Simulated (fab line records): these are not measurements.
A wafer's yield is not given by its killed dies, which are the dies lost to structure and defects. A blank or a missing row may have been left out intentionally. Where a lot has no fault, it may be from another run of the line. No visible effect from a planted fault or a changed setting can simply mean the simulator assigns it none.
Which of the tools did it? -- flow n5_finfet -- Sampling: 9 lots, 27 wafers, 4 of 1938 route steps

WHAT THE GAUGES SHOWED, per wafer
N5_BEOL_M1_THK_MEAS_01.
lot,measured,on,M1_ILD_THK (nm)
L286,day 6 06:20,film_metro-01,79.8 80.5 80.8
L291,day 7 21:28,film_metro-02,79.0 77.7 79.8
L292,day 8 00:23,film_metro-01,77.9 78.5 79.7
L296,day 9 03:53,film_metro-01,78.6 80.5 120.4
L299,day 9 17:41,film_metro-01,80.2 120.1 119.2
L301,day 10 06:19,film_metro-01,78.0 80.5 80.3
L302,day 10 10:19,film_metro-02,79.3 80.4 80.1
L303,day 10 16:02,film_metro-02,78.3 78.6 79.4
L304,day 10 22:47,film_metro-02,77.0 76.9 78.9

WHAT TOOL EACH LOT RAN ON (gives the tool, then ch and the chambers of the sampled wafers, and finally the start)
lot,N5_BEOL_M0_ANNEAL_117,N5_BEOL_M0_PRE_CLEAN_131,N5_BEOL_M1_ILD_DEP_00
L286,"pvd_sputter-03, day 6 04:49","cvd_co-01 ch 0,2, day 6 05:57","pecvd-03 ch 0,2, day 6 06:16"
L291,"pvd_sputter-01, day 7 19:59","cvd_co-02 ch 0,1,2, day 7 21:06","pecvd-02 ch 0,1, day 7 21:23"
L292,"pvd_sputter-03, day 7 22:25","cvd_co-02 ch 0,2, day 8 00:02","pecvd-03 ch 1,2, day 8 00:19"
L296,"pvd_sputter-02, day 9 02:24","cvd_co-02 ch 1,2, day 9 03:31","pecvd-03 ch 0,1,2, day 9 03:49"
L299,"pvd_sputter-01, day 9 15:36","cvd_co-01 ch 0,2, day 9 17:19","pecvd-03 ch 0,1, day 9 17:37"
L301,"pvd_sputter-01, day 10 04:52","cvd_co-02 ch 0,1,2, day 10 05:58","pecvd-02 ch 0,2, day 10 06:15"
L302,"pvd_sputter-01, day 10 08:52","cvd_co-02 ch 0,1,2, day 10 09:58","pecvd-04 ch 1,2, day 10 10:15"
L303,"pvd_sputter-01, day 10 14:27","cvd_co-01 ch 0,1,2, day 10 15:41","pecvd-02 ch 0,2, day 10 15:58"
L304,"pvd_sputter-02, day 10 21:19","cvd_co-01 ch 1,2, day 10 22:26","pecvd-02 ch 0,1, day 10 22:43"
- N5_BEOL_M0_ANNEAL_117: time 60 s.
- N5_BEOL_M0_PRE_CLEAN_131: time 15 s.
- N5_BEOL_M1_ILD_DEP_00: deposits SiOC from DEMS/O2, target thk 79 nm, time 15.3 s.

THE ANSWER, worked out from the rows above alone
Rule: what is usual is taken from the lots themselves. Put in order of their means at a reading, lots are off if they are a third of the lots or fewer, leave a main group of 4 or more, and stand apart from it by a gap of 3 or more times the standard deviation of the main group's means; of several such gaps the widest counts. If all means in a main group match to the digits the tables above print for the reading, that group is not used. Also off: a lot with no number at a reading for which 4 or more lots have one. The other lots that the step has rows for count as sound.
Off: L296, L299, at N5_BEOL_M1_THK_MEAS_01 (M1_ILD_THK). For the main group the mean is 79.1 nm and the standard deviation 0.86.
If a tool, at a process step before that reading, ran all the lots that are off and no sound lot after the first of them, it fits. The gauges at N5_BEOL_M1_THK_MEAS_01 are tried like those tools. One fits: pecvd-03 at N5_BEOL_M1_ILD_DEP_00. Its last sound lot is L292 (day 8 00:19), its first lot that is off L296 (day 9 03:49): a fault that began between those two fits.

WHAT THE SIMULATOR HAD INSERTED
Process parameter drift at N5_BEOL_M1_ILD_DEP_00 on pecvd-03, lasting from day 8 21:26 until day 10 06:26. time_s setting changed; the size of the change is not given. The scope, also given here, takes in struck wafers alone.
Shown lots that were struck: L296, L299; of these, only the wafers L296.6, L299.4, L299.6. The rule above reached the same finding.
